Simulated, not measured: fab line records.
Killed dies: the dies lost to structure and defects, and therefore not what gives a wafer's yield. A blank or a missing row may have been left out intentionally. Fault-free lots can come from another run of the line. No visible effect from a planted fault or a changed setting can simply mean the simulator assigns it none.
fab line records / flow n5Finfet
record lots=3 wafers=9 lastDay=20
route steps=1938 shown BEOL_M0_SAQP@657 BEOL_M0@715 BEOL_M4@1111 PASSIVATION@1936
lots that met no fault: taken from a fault-free run of the same line
startH: the number of hours between the record's first day and the start of the first shown wafer of the lot / waitH: how many hours have passed since the lot's step before this one / " identical to the entry in the row above / L1.1+2: a row that stands for several wafers / - no value present, or no start provided / * or withheld: withheld / < > ~ a bound
route shown NAME@n: a module of which the file shows steps, and the number in the route of the first / usual: mean and standard deviation over wafers with no fault / same: alike in all rows / chamber/n: place in a boat / sites: per-site readings / _std_site: standard deviation across them / _edge_site: the outer-site mean with the inner-site mean subtracted / radiusMm: for every site, how far away it sits from the centre of the wafer / mask NAME#n: copy n / behind: the last tool/chamber to shape the wafer / hold: why the lot went on hold/how many hours it stayed there/how the hold came to an end / device: the transistor (n, p or np) that didn't switch / end of line: tests of these same wafers at the route's end / step lacking rows: just its recipe / killed: count of dies lost to structure and defects at first sort (not the wafer's yield) / map: shows each die of a wafer: x if killed, . if not, _ if none is there
set.NAME: the setting the step ran with; set.NAME@STEP: the setting that earlier step ran with / model.NAME: the simulator's own value behind a step, which no gauge read
a table for each step, a row for each wafer; lots at some steps of the route
services: a tool's chamber out of use, with start hour (startH, from the record's first day; less than 0 if before it), hours out, and reason
## steps
# step N5_BEOL_M0_SAQP_STRIP_113
# recipe chemistry=CHF3/O2 resist=SiARC rfFrequencyHz=6e+07
# step N5_BEOL_M0_SAQP_MANDREL_ETCH_20
# recipe targetDepthA=600 chemistry=HBr/Cl2 target=a-Si stopOn=SiNx btTimeS=10 maskMaterial=SOC overEtchFrac=0.5 timeS=30 pressureMtorr=10 icpW=800 biasW=75 HBr_flow_sccm=150 Cl2_flow_sccm=80 ends=endPoint
# step N5_BEOL_M0_SAQP_STRIP_86
# recipe chemistry=N2/H2 powerW=500 tempC=40 pressureMtorr=50 rfFrequencyHz=6e+07 overashFraction=0.3 biasPowerW=28 h2Frac=0.5 n2FlowSccm=300 h2FlowSccm=300
# step N5_BEOL_M0_SAQP_STRIP_115
# recipe chemistry=postEtchResidueRemover timeS=60 tempC=25 removerPh=withheld removerWaterWtPct=withheld removerFluorideWtPct=withheld
# step N5_BEOL_M0_SAQP_SRD_93
# recipe dry=ipaMarangoni timeS=30 tempC=23 rinseLiquid=diw
# step N5_BEOL_M0_SAQP_RECESS_114
# recipe chemistry=HF/NH3 target=SiO2 targetDepthA=144 afsCycles=3 tempC=30 sublimationTempC=180 sublimationTimeS=60
# step N5_BEOL_M0_SAQP_SPACER1_ALD_98
# recipe material=SiO2 targetThkA=128 tempC=300 aldPrecursorFamily=BDEAS aldCoReactant=O2-plasma pulseTimeS=1 purgeTimeS=2 coReactantPurgeTimeS=2 aldCycles=138 pressureTorr=2
# step N5_BEOL_M0_SAQP_SPACER1_ETCHBACK_99
# recipe chemistry=CHF3/O2 mode=anisotropicEtchback target=SiO2 targetDepthA=154 timeS=7.7 pressureMtorr=30 sourceW=650 biasW=170 Ar_flow_sccm=200 CHF3_flow_sccm=50 O2_flow_sccm=5 ionEnergyEv=200
# step N5_BEOL_M0_SAQP_MANDREL1_REMOVE_100
# recipe chemistry=HBr/Cl2/O2 btTimeS=10 target=a-Si stopOn=SiNx endpoint=OES-SiCl overEtchFrac=0.85 icpW=600 biasW=30 HBr_flow_sccm=150 Cl2_flow_sccm=80 O2_flow_sccm=5 pressureMtorr=10
# step N5_BEOL_M0_SAQP_ETCH_101
# recipe chemistry=CH3F/O2 target=SiNx maskMaterial=SiO2 targetDepthA=299 timeS=42.7 pressureMtorr=30 sourceW=395 biasW=73 Ar_flow_sccm=150 CH3F_flow_sccm=30 O2_flow_sccm=20 ionEnergyEv=120
# step N5_BEOL_M0_SAQP_ETCH_102
# recipe chemistry=CF4 target=SiO2 targetDepthA=40 ionEnergyEv=350 timeS=4.4 pressureMtorr=10 icpW=800 biasW=400 cf4FlowSccm=80
# step N5_BEOL_M0_SAQP_MANDREL_ETCH_103
# recipe chemistry=HBr/Cl2 target=a-Si targetDepthA=450 btTimeS=10 stopOn=SiCN maskMaterial=SiO2 overEtchFrac=0.8 timeS=27 pressureMtorr=10 icpW=800 biasW=75 HBr_flow_sccm=150 Cl2_flow_sccm=80 ends=endPoint
# usual drypumpMotorCurrentA=5.7/0.41 mfcCl2Sccm=79.99/0.24 oesProductAu=0.679/0.015 throttleValvePct=35.27/0.27
lot.wafer=L659.2 tool=rieSi-01 chamber=0 startH=166.46 waitH=0.0 drypumpMotorCurrentA=5.8 mfcCl2Sccm=79.60 oesProductAu=0.654 rfHoursCounterH=34 throttleValvePct=35.35 model.SiCN_of_BEOL_M0_SAQP_PECVD_03.thkNm=9
lot.wafer=L659.3 tool=rieSi-01 chamber=3 startH=166.46 waitH=0.0 drypumpMotorCurrentA=6.1 mfcCl2Sccm=79.82 oesProductAu=0.656 rfHoursCounterH=122 throttleValvePct=35.09 model.SiCN_of_BEOL_M0_SAQP_PECVD_03.thkNm=9
lot.wafer=L659.4 tool=rieSi-01 chamber=2 startH=166.46 waitH=0.0 drypumpMotorCurrentA=5.7 mfcCl2Sccm=80.03 oesProductAu=0.684 rfHoursCounterH=57 throttleValvePct=35.00 model.SiCN_of_BEOL_M0_SAQP_PECVD_03.thkNm=9.8
lot.wafer=L670.2 tool=rieSi-01 chamber=2 startH=225.00 waitH=0.0 drypumpMotorCurrentA=5.7 mfcCl2Sccm=79.95 oesProductAu=0.688 rfHoursCounterH=58 throttleValvePct=35.00 model.SiCN_of_BEOL_M0_SAQP_PECVD_03.thkNm=8.6
lot.wafer=L670.3 tool=rieSi-01 chamber=3 startH=225.00 waitH=0.0 drypumpMotorCurrentA=6.1 mfcCl2Sccm=80.39 oesProductAu=0.672 rfHoursCounterH=123 throttleValvePct=35.05 model.SiCN_of_BEOL_M0_SAQP_PECVD_03.thkNm=9.2
lot.wafer=L670.4 tool=rieSi-01 chamber=1 startH=225.00 waitH=0.0 drypumpMotorCurrentA=5.4 mfcCl2Sccm=79.98 oesProductAu=0.680 rfHoursCounterH=115 throttleValvePct=35.26 model.SiCN_of_BEOL_M0_SAQP_PECVD_03.thkNm=9.2
lot.wafer=L673.4 tool=rieSi-04 chamber=1 startH=250.30 waitH=0.0 drypumpMotorCurrentA=6.0 mfcCl2Sccm=79.85 oesProductAu=0.684 rfHoursCounterH=6 throttleValvePct=35.24 model.SiCN_of_BEOL_M0_SAQP_PECVD_03.thkNm=9
lot.wafer=L673.5 tool=rieSi-04 chamber=0 startH=250.30 waitH=0.0 drypumpMotorCurrentA=6.1 mfcCl2Sccm=79.62 oesProductAu=0.708 rfHoursCounterH=- throttleValvePct=35.60 model.SiCN_of_BEOL_M0_SAQP_PECVD_03.thkNm=9
lot.wafer=L673.6 tool=rieSi-04 chamber=3 startH=250.30 waitH=0.0 drypumpMotorCurrentA=6.4 mfcCl2Sccm=80.10 oesProductAu=0.693 rfHoursCounterH=- throttleValvePct=34.74 model.SiCN_of_BEOL_M0_SAQP_PECVD_03.thkNm=9
# step N5_BEOL_M0_SAQP_RECESS_104
# recipe chemistry=HF/NH3 target=SiO2 targetDepthA=180 afsCycles=3 tempC=30 sublimationTempC=180 sublimationTimeS=60
# step N5_BEOL_M0_SAQP_COAT_105
# recipe resist=SOC tempC=250 timeS=60 spinRpm=1500 resistThkNm=100
# step N5_BEOL_M0_SAQP_ETCH_106
# recipe chemistry=N2/H2 target=SOC targetDepthA=1500 stopOn=SiNx ionEnergyEv=100 biasW=61 pressureMtorr=30 sourceW=850 n2FlowSccm=200 h2FlowSccm=200
# step N5_BEOL_M0_SAQP_ETCH_107
# recipe chemistry=CH3F/O2 target=SiNx targetDepthA=300 maskMaterial=SOC pressureMtorr=30 sourceW=395 biasW=73 Ar_flow_sccm=150 CH3F_flow_sccm=30 O2_flow_sccm=20 ionEnergyEv=120
# step N5_BEOL_M0_SAQP_STRIP_108
# recipe chemistry=N2/H2 powerW=500 tempC=40 pressureMtorr=50 rfFrequencyHz=6e+07 overashFraction=0.3 biasPowerW=28 h2Frac=0.5 n2FlowSccm=300 h2FlowSccm=300
# step N5_BEOL_M0_SAQP_RECESS_109
# recipe chemistry=HF/NH3 target=SiO2 targetDepthA=30 afsCycles=1 tempC=30 sublimationTempC=180 sublimationTimeS=60
# usual drypumpMotorCurrentA=5.6/0.56
lot.wafer=L659.2 tool=vaporEtch-01 chamber=1 startH=167.65 waitH=0.2 drypumpMotorCurrentA=5.4 model.SiCN_of_BEOL_M0_SAQP_PECVD_03.thkNm=8.6
lot.wafer=L659.3 tool=vaporEtch-01 chamber=0 startH=167.65 waitH=0.2 drypumpMotorCurrentA=5.8 model.SiCN_of_BEOL_M0_SAQP_PECVD_03.thkNm=8.6
lot.wafer=L659.4 tool=vaporEtch-01 chamber=1 startH=167.65 waitH=0.2 drypumpMotorCurrentA=5.4 model.SiCN_of_BEOL_M0_SAQP_PECVD_03.thkNm=9.4
lot.wafer=L670.2 tool=vaporEtch-01 chamber=1 startH=225.70 waitH=0.0 drypumpMotorCurrentA=5.3 model.SiCN_of_BEOL_M0_SAQP_PECVD_03.thkNm=8.4
lot.wafer=L670.3 tool=vaporEtch-01 chamber=0 startH=225.70 waitH=0.0 drypumpMotorCurrentA=5.8 model.SiCN_of_BEOL_M0_SAQP_PECVD_03.thkNm=8.8
lot.wafer=L670.4 tool=vaporEtch-01 chamber=1 startH=225.70 waitH=0.0 drypumpMotorCurrentA=5.4 model.SiCN_of_BEOL_M0_SAQP_PECVD_03.thkNm=8.8
lot.wafer=L673.4 tool=vaporEtch-01 chamber=0 startH=251.87 waitH=0.1 drypumpMotorCurrentA=5.8 model.SiCN_of_BEOL_M0_SAQP_PECVD_03.thkNm=8.6
lot.wafer=L673.5 tool=vaporEtch-01 chamber=1 startH=251.87 waitH=0.1 drypumpMotorCurrentA=5.3 model.SiCN_of_BEOL_M0_SAQP_PECVD_03.thkNm=8.6
lot.wafer=L673.6 tool=vaporEtch-01 chamber=0 startH=251.87 waitH=0.1 drypumpMotorCurrentA=5.8 model.SiCN_of_BEOL_M0_SAQP_PECVD_03.thkNm=8.8
# step N5_BEOL_M0_SAQP_SPACER2_ALD_26
# recipe material=SiO2 targetThkA=150 tempC=300 aldPrecursorFamily=BDEAS aldCoReactant=O2-plasma pulseTimeS=1 purgeTimeS=2 coReactantPurgeTimeS=2 pressureTorr=2
# step N5_BEOL_M0_SAQP_SPACER2_ETCHBACK_27
# recipe chemistry=CHF3/O2 mode=anisotropicEtchback target=SiO2 targetDepthA=225 timeS=11.25 pressureMtorr=30 sourceW=650 biasW=170 Ar_flow_sccm=200 CHF3_flow_sccm=50 O2_flow_sccm=5 ionEnergyEv=200
# step N5_BEOL_M0_SAQP_MANDREL2_REMOVE_110
# recipe chemistry=HBr/Cl2/O2 btTimeS=10 target=a-Si stopOn=SiCN endpoint=OES-SiCl overEtchFrac=1 icpW=600 biasW=30 HBr_flow_sccm=150 Cl2_flow_sccm=80 O2_flow_sccm=5 pressureMtorr=10
# step N5_BEOL_M0_SAQP_COAT_69
# recipe resist=SOC tempC=250 timeS=60 spinRpm=1500 resistThkNm=90
# step N5_BEOL_M0_SAQP_COAT_72
# recipe resist=SiARC tempC=220 timeS=60 spinRpm=1500 resistThkNm=15
# step N5_BEOL_M0_SAQP_COAT_87
# recipe resist=underlayer tempC=205 timeS=60 spinRpm=1500 resistThkNm=5
# step N5_BEOL_M0_SAQP_COAT_34
# recipe resist=CAR-EUV spinRpm=1500 resistThkNm=30
# step N5_BEOL_M0_SAQP_EBR_36
# recipe solvent=PGMEA ebrWidthMm=1.5
# step N5_BEOL_M0_SAQP_SOFTBAKE_35
# recipe tempC=110 timeS=60 resist=CAR-EUV
# step N5_BEOL_M0_SAQP_EXPOSE_37
# recipe maskId=M0_CUT1 na=0.33 sourceShape=annular sigmaInner=0.35 sigmaOuter=0.8 polarization=unpolarized targetCdNm=30 doseMj=44.75
# step N5_BEOL_M0_SAQP_PEB_38
# recipe pebTempC=100 pebTimeS=60 resist=CAR-EUV
# step N5_BEOL_M0_SAQP_DEVELOP_39
# recipe developTimeS=30 developer=TMAH resist=CAR-EUV rinseLiquid=surfactantRinse dry=airSpin devTempC=23
# step N5_BEOL_M0_SAQP_DESCUM_45
# recipe chemistry=O2 timeS=7 sourcePowerW=50 biasPowerW=20 pressureMtorr=20 rfFrequencyHz=2.712e+07 tempC=40 resist=CAR-EUV o2FlowSccm=225
# step N5_BEOL_M0_SAQP_ETCH_88
# recipe chemistry=N2/H2 target=underlayer targetDepthA=65 timeS=5.2 ionEnergyEv=200 maskMaterial=CAR-EUV pressureMtorr=30 sourceW=840 biasW=150 n2FlowSccm=200 h2FlowSccm=200 ends=cleared
# step N5_BEOL_M0_SAQP_ETCH_73
# recipe chemistry=CF4 target=SiARC targetDepthA=195 maskMaterial=CAR-EUV timeS=32.5 ionEnergyEv=80 pressureMtorr=40 sourceW=545 biasW=36 Ar_flow_sccm=100 cf4FlowSccm=100 ends=cleared
# step N5_BEOL_M0_SAQP_CUT_ETCH_46
# recipe chemistry=N2/H2 target=SOC targetDepthA=1350 overetchA=270 tempC=40 timeS=202.5 ionEnergyEv=200 maskMaterial=SiARC pressureMtorr=30 sourceW=840 biasW=150 n2FlowSccm=200 h2FlowSccm=200
# step N5_BEOL_M0_SAQP_STRIP_74
# recipe chemistry=N2/H2 tempC=40 n2FlowSccm=200 h2FlowSccm=200 rfFrequencyHz=6e+07
# step N5_BEOL_M0_SAQP_STRIP_89
# recipe chemistry=N2/H2 tempC=40 n2FlowSccm=200 h2FlowSccm=200 rfFrequencyHz=6e+07
# step N5_BEOL_M0_SAQP_ALD_48
# recipe material=SiO2 targetThkA=200 tempC=100 aldPrecursorFamily=BDEAS aldCoReactant=O2-plasma pulseTimeS=1 coReactantPulseTimeS=1 purgeTimeS=2 coReactantPurgeTimeS=2 aldCycles=139 pressureTorr=2
# step N5_BEOL_M0_ETCH_138
# recipe chemistry=CH3F/O2 targetDepthA=120 target=SiCN timeS=31.6 ionEnergyEv=120 pressureMtorr=30 sourceW=395 biasW=75 Ar_flow_sccm=150 CH3F_flow_sccm=30 O2_flow_sccm=20 ends=cleared
# usual drypumpMotorCurrentA=5.7/0.39 etchRfOnTimeS=29.2/0.87 oesProductAu=0.66/0.071 rfVppV=297.4/1.9 showerheadPlenumPTorr=2.01/0.079 throttleValvePct=16.28/0.2
lot.wafer=L659.2 tool=rieDiel-02 chamber=0 startH=170.71 waitH=0.0 drypumpMotorCurrentA=5.3 etchRfOnTimeS=29.1 oesProductAu=0.63 rfHoursCounterH=182 rfVppV=298.6 showerheadPlenumPTorr=2.00 throttleValvePct=16.24 model.etch.depthNm=8.582
lot.wafer=L659.3 tool=rieDiel-02 chamber=3 startH=170.71 waitH=0.0 drypumpMotorCurrentA=5.7 etchRfOnTimeS=30.1 oesProductAu=0.59 rfHoursCounterH=230 rfVppV=297.4 showerheadPlenumPTorr=2.07 throttleValvePct=16.28 model.etch.depthNm=8.677
lot.wafer=L659.4 tool=rieDiel-02 chamber=1 startH=170.71 waitH=0.0 drypumpMotorCurrentA=5.7 etchRfOnTimeS=31.8 oesProductAu=0.68 rfHoursCounterH=129 rfVppV=295.8 showerheadPlenumPTorr=1.94 throttleValvePct=16.21 model.etch.depthNm=9.461
lot.wafer=L670.2 tool=rieDiel-02 chamber=0 startH=229.33 waitH=0.0 drypumpMotorCurrentA=5.3 etchRfOnTimeS=28.6 oesProductAu=0.61 rfHoursCounterH=204 rfVppV=296.6 showerheadPlenumPTorr=1.99 throttleValvePct=16.28 model.etch.depthNm=8.353
lot.wafer=L670.3 tool=rieDiel-02 chamber=2 startH=229.33 waitH=0.0 drypumpMotorCurrentA=5.9 etchRfOnTimeS=31.5 oesProductAu=0.56 rfHoursCounterH=244 rfVppV=295.1 showerheadPlenumPTorr=1.89 throttleValvePct=16.67 model.etch.depthNm=8.777
lot.wafer=L670.4 tool=rieDiel-02 chamber=1 startH=229.33 waitH=0.0 drypumpMotorCurrentA=5.7 etchRfOnTimeS=29.9 oesProductAu=0.66 rfHoursCounterH=- rfVppV=295.2 showerheadPlenumPTorr=1.93 throttleValvePct=16.28 model.etch.depthNm=8.787
lot.wafer=L673.4 tool=rieDiel-04 chamber=0 startH=255.59 waitH=0.0 drypumpMotorCurrentA=5.7 etchRfOnTimeS=29.1 oesProductAu=0.75 rfHoursCounterH=53 rfVppV=301.7 showerheadPlenumPTorr=2.10 throttleValvePct=16.03 model.etch.depthNm=8.609
lot.wafer=L673.5 tool=rieDiel-04 chamber=0 startH=255.59 waitH=0.0 drypumpMotorCurrentA=5.7 etchRfOnTimeS=28.9 oesProductAu=0.75 rfHoursCounterH=- rfVppV=299.5 showerheadPlenumPTorr=2.10 throttleValvePct=16.03 model.etch.depthNm=8.569
lot.wafer=L673.6 tool=rieDiel-04 chamber=1 startH=255.59 waitH=0.0 drypumpMotorCurrentA=6.4 etchRfOnTimeS=30.5 oesProductAu=0.60 rfHoursCounterH=- rfVppV=297.6 showerheadPlenumPTorr=2.04 throttleValvePct=16.54 model.etch.depthNm=8.707
# step N5_BEOL_M0_ETCH_128
# recipe chemistry=CF4/N2 targetDepthA=120 overetchA=51 target=SiCN timeS=21.4 ionEnergyEv=150 pressureMtorr=40 sourceW=430 biasW=70 Ar_flow_sccm=100 cf4FlowSccm=60 n2FlowSccm=60
# usual drypumpMotorCurrentA=5.6/0.41 oesProductAu=0.54/0.056 rfVppV=382.3/2.1 showerheadPlenumPTorr=2.22/0.081 throttleValvePct=15.38/0.2
lot.wafer=L659.2 tool=rieDiel-01 chamber=0 startH=172.97 waitH=0.9 drypumpMotorCurrentA=4.9 oesProductAu=0.50 rfHoursCounterH=191 rfVppV=381.3 showerheadPlenumPTorr=2.19 throttleValvePct=15.49 model.etch.depthNm=8.582
lot.wafer=L659.3 tool=rieDiel-01 chamber=3 startH=172.97 waitH=0.9 drypumpMotorCurrentA=4.9 oesProductAu=0.59 rfHoursCounterH=53 rfVppV=386.1 showerheadPlenumPTorr=2.33 throttleValvePct=15.12 model.etch.depthNm=8.677
lot.wafer=L659.4 tool=rieDiel-01 chamber=1 startH=172.97 waitH=0.9 drypumpMotorCurrentA=5.3 oesProductAu=0.51 rfHoursCounterH=243 rfVppV=381.5 showerheadPlenumPTorr=2.17 throttleValvePct=15.69 model.etch.depthNm=9.461
lot.wafer=L670.2 tool=rieDiel-04 chamber=2 startH=231.74 waitH=0.0 drypumpMotorCurrentA=5.8 oesProductAu=0.55 rfHoursCounterH=90 rfVppV=381.9 showerheadPlenumPTorr=2.15 throttleValvePct=15.32 model.etch.depthNm=8.353
lot.wafer=L670.3 tool=rieDiel-04 chamber=0 startH=231.74 waitH=0.0 drypumpMotorCurrentA=5.7 oesProductAu=0.62 rfHoursCounterH=43 rfVppV=385.0 showerheadPlenumPTorr=2.33 throttleValvePct=15.15 model.etch.depthNm=8.777
lot.wafer=L670.4 tool=rieDiel-04 chamber=3 startH=231.74 waitH=0.0 drypumpMotorCurrentA=5.8 oesProductAu=0.51 rfHoursCounterH=- rfVppV=382.4 showerheadPlenumPTorr=2.20 throttleValvePct=15.43 model.etch.depthNm=8.787
lot.wafer=L673.4 tool=rieDiel-02 chamber=3 startH=258.69 waitH=0.6 drypumpMotorCurrentA=5.7 oesProductAu=0.65 rfHoursCounterH=- rfVppV=384.8 showerheadPlenumPTorr=2.28 throttleValvePct=14.94 model.etch.depthNm=8.609
lot.wafer=L673.5 tool=rieDiel-02 chamber=1 startH=258.69 waitH=0.6 drypumpMotorCurrentA=5.6 oesProductAu=0.51 rfHoursCounterH=- rfVppV=381.3 showerheadPlenumPTorr=2.12 throttleValvePct=15.37 model.etch.depthNm=8.569
lot.wafer=L673.6 tool=rieDiel-02 chamber=0 startH=258.69 waitH=0.6 drypumpMotorCurrentA=5.3 oesProductAu=0.49 rfHoursCounterH=- rfVppV=381.4 showerheadPlenumPTorr=2.19 throttleValvePct=15.44 model.etch.depthNm=8.707
# step N5_BEOL_M4_RC_MEAS_101
# usual DIBL_N=36.7/1.8 DIBL_P=37.0/2.4 IOFF_N=0.17/0.036 IOFF_P=0.22/0.042 ION_N=673/12 ION_P=462/8.5 SS_N=71.7/0.62 SS_P=73.4/0.65 VT_N=250/3.7 VT_P=-250/3.7
lot.wafer=L659.2 tool=prober-01 chamber=0 startH=237.86 waitH=0.2 DIBL_N[mV/V]=38.3 DIBL_P[mV/V]=38.7 IOFF_N[nA/um]=0.21 IOFF_P[nA/um]=0.30 ION_N[uA/um]=680 ION_P[uA/um]=474 SS_N[mV/dec]=72.5 SS_P[mV/dec]=73.0 VT_N[mV]=247 VT_P[mV]=-242
lot.wafer=L659.3 tool=prober-01 chamber=0 startH=237.86 waitH=0.2 DIBL_N[mV/V]=34.6 DIBL_P[mV/V]=34.8 IOFF_N[nA/um]=0.15 IOFF_P[nA/um]=0.23 ION_N[uA/um]=677 ION_P[uA/um]=479 SS_N[mV/dec]=71.1 SS_P[mV/dec]=72.4 VT_N[mV]=247 VT_P[mV]=-241
lot.wafer=L659.4 tool=prober-01 chamber=0 startH=237.86 waitH=0.2 DIBL_N[mV/V]=36.7 DIBL_P[mV/V]=37.2 IOFF_N[nA/um]=0.18 IOFF_P[nA/um]=0.27 ION_N[uA/um]=677 ION_P[uA/um]=472 SS_N[mV/dec]=71.8 SS_P[mV/dec]=73.1 VT_N[mV]=248 VT_P[mV]=-245
lot.wafer=L670.2 tool=prober-01 chamber=0 startH=300.70 waitH=0.2 DIBL_N[mV/V]=37.6 DIBL_P[mV/V]=36.2 IOFF_N[nA/um]=0.17 IOFF_P[nA/um]=0.22 ION_N[uA/um]=675 ION_P[uA/um]=459 SS_N[mV/dec]=71.5 SS_P[mV/dec]=73.6 VT_N[mV]=249 VT_P[mV]=-252
lot.wafer=L670.3 tool=prober-01 chamber=0 startH=300.70 waitH=0.2 DIBL_N[mV/V]=34.7 DIBL_P[mV/V]=33.3 IOFF_N[nA/um]=0.13 IOFF_P[nA/um]=0.17 ION_N[uA/um]=675 ION_P[uA/um]=459 SS_N[mV/dec]=71.0 SS_P[mV/dec]=72.9 VT_N[mV]=255 VT_P[mV]=-252
lot.wafer=L670.4 tool=prober-01 chamber=0 startH=300.70 waitH=0.2 DIBL_N[mV/V]=32.5 DIBL_P[mV/V]=30.5 IOFF_N[nA/um]=0.11 IOFF_P[nA/um]=0.15 ION_N[uA/um]=664 ION_P[uA/um]=456 SS_N[mV/dec]=70.4 SS_P[mV/dec]=72.1 VT_N[mV]=254 VT_P[mV]=-257
lot.wafer=L673.4 tool=prober-01 chamber=0 startH=356.19 waitH=0.5 DIBL_N[mV/V]=36.3 DIBL_P[mV/V]=36.1 IOFF_N[nA/um]=0.16 IOFF_P[nA/um]=0.21 ION_N[uA/um]=686 ION_P[uA/um]=465 SS_N[mV/dec]=71.9 SS_P[mV/dec]=73.1 VT_N[mV]=248 VT_P[mV]=-249
lot.wafer=L673.5 tool=prober-01 chamber=0 startH=356.19 waitH=0.5 DIBL_N[mV/V]=36.5 DIBL_P[mV/V]=35.6 IOFF_N[nA/um]=0.15 IOFF_P[nA/um]=0.20 ION_N[uA/um]=675 ION_P[uA/um]=464 SS_N[mV/dec]=71.0 SS_P[mV/dec]=73.1 VT_N[mV]=249 VT_P[mV]=-253
lot.wafer=L673.6 tool=prober-01 chamber=0 startH=356.19 waitH=0.5 DIBL_N[mV/V]=34.9 DIBL_P[mV/V]=32.6 IOFF_N[nA/um]=0.12 IOFF_P[nA/um]=0.15 ION_N[uA/um]=663 ION_P[uA/um]=445 SS_N[mV/dec]=71.7 SS_P[mV/dec]=72.3 VT_N[mV]=255 VT_P[mV]=-255
# step N5_PASSIVATION_PROBE_49
# usual defectLimitedYield=91.1/1.4 killed_at_M0_to_M3=32/9.3 killed_at_M4_up=13/5.8 killedAtContacts=12/6.3 killedAtFrontEnd=44/12 killedAtOther=3.6/2.7 killedDies=104/17 killedOnRim=14/3.9 killedOpen=69/13 killedShort=34/6.9 sort_bin_5_function=5.2/0.98 sort_bin_6_memory=3.3/0.59 sortNPass=1075/17 sortYieldPct=91.1/1.4
# same grossDies=1180 killedAtBackSide=0 sort_bin_4_leakage[%]=0 sort_bin_8_speed[%]=0
lot.wafer=L673.4 tool=prober-01 chamber=- startH=470.45 waitH=0.2 defectLimitedYield[%]=92.8 killed_at_M0_to_M3=24 killed_at_M4_up=9 killedAtContacts=14 killedAtFrontEnd=33 killedAtOther=5 killedDies=85 killedOnRim=11 killedOpen=57 killedShort=27 sort_bin_5_function[%]=4.6 sort_bin_6_memory[%]=2.6 sortNPass=1095 sortYieldPct[%]=92.8
lot.wafer=L673.5 tool=prober-01 chamber=- startH=470.50 waitH=0.2 defectLimitedYield[%]=93.6 killed_at_M0_to_M3=27 killed_at_M4_up=8 killedAtContacts=5 killedAtFrontEnd=34 killedAtOther=1 killedDies=75 killedOnRim=11 killedOpen=47 killedShort=26 sort_bin_5_function[%]=3.3 sort_bin_6_memory[%]=3.1 sortNPass=1105 sortYieldPct[%]=93.6
lot.wafer=L673.6 tool=prober-01 chamber=- startH=470.55 waitH=0.3 defectLimitedYield[%]=90.6 killed_at_M0_to_M3=51 killed_at_M4_up=13 killedAtContacts=17 killedAtFrontEnd=27 killedAtOther=3 killedDies=111 killedOnRim=19 killedOpen=76 killedShort=32 sort_bin_5_function[%]=5.7 sort_bin_6_memory[%]=3.6 sortNPass=1069 sortYieldPct[%]=90.6
# killed by level:class
L673.4 MOL_CONTACT_COAG:geometricParticle:open=11 BEOL_M3:geometricParticle:open=10 FIN_SAQP:geometricParticle:short=8 FIN_SAQP:geometricParticle:open=5 STI_FIN_REVEAL:geometricParticle:open=3 DUMMY_GATE:geometricParticle:open=3 ILD0:geometricParticle:open=3 BEOL_M2:geometricParticle:open=3
L673.5 BEOL_M2:geometricParticle:open=12 FIN_SAQP:geometricParticle:short=9 STI_FIN_REVEAL:geometricParticle:open=6 FIN_SAQP:geometricParticle:open=4 ILD0:geometricParticle:open=3 MOL_CONTACT_COAG:geometricParticle:open=3 BEOL_M0_SAQP:geometricParticle:open=3 BEOL_M1:geometricParticle:open=3
L673.6 MOL_CONTACT_COAG:geometricParticle:open=15 BEOL_M2:geometricParticle:open=12 BEOL_M0_SAQP:geometricParticle:open=10 BEOL_M0_SAQP:geometricParticle:short=9 BEOL_M3:geometricParticle:open=9 GATE_CUT:geometricParticle:short=7 BEOL_M4:geometricParticle:open=5 FIN_SAQP:geometricParticle:open=3
## services
tool=rieDiel-04 chamber=2 startH=158.20 hours=4.0 kind=repair
tool=rieSi-01 chamber=- startH=160.32 hours=2.8 kind=pm
tool=rieDiel-04 chamber=1 startH=175.91 hours=66.9 kind=repair
tool=rieDiel-01 chamber=1 startH=192.52 hours=- kind=clean
tool=rieDiel-01 chamber=1 startH=192.52 hours=- kind=consumableReplace:focusRing
tool=rieSi-01 chamber=- startH=196.42 hours=0.2 kind=repair
tool=vaporEtch-01 chamber=- startH=203.44 hours=0.5 kind=repair
tool=rieDiel-01 chamber=- startH=218.42 hours=14.6 kind=pm
tool=rieDiel-02 chamber=3 startH=223.86 hours=- kind=clean
tool=rieDiel-02 chamber=3 startH=223.86 hours=- kind=consumableReplace:focusRing
tool=rieDiel-02 chamber=3 startH=223.86 hours=20.6 kind=scheduledDown
tool=rieDiel-02 chamber=3 startH=223.86 hours=20.6 kind=ventCycle
tool=rieDiel-02 chamber=2 startH=244.49 hours=- kind=clean
tool=rieDiel-02 chamber=2 startH=244.49 hours=- kind=consumableReplace:focusRing
tool=rieDiel-02 chamber=2 startH=244.49 hours=- kind=consumableReplace:showerhead
tool=rieDiel-02 chamber=2 startH=244.49 hours=30.8 kind=scheduledDown
tool=rieDiel-02 chamber=2 startH=244.49 hours=30.8 kind=ventCycle
## key
firstSign none at tools or gauges
modelEffect step=N5_BEOL_M0_SAQP_MANDREL_ETCH_103 value=SiCN_of_BEOL_M0_SAQP_PECVD_03.thkNm without=8.8 struck=9.8
modelEffect step=N5_BEOL_M0_SAQP_RECESS_109 value=SiCN_of_BEOL_M0_SAQP_PECVD_03.thkNm without=8.6 struck=9.4
modelEffect step=N5_BEOL_M0_ETCH_138 value=etch.depthNm without=8.557 struck=9.461
modelEffect step=N5_BEOL_M0_ETCH_128 value=etch.depthNm without=8.557 struck=9.461
metAt N5_BEOL_M0_SAQP_MANDREL_ETCH_103
struckWafers L659.4
fault kind=processParameterDrift tool=rieSi-01 chamber=- onsetH=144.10 steps=N5_BEOL_M0_SAQP_MANDREL_ETCH_103 channel=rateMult offset=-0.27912 shape=step endH=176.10 scope=struckWafersOnly
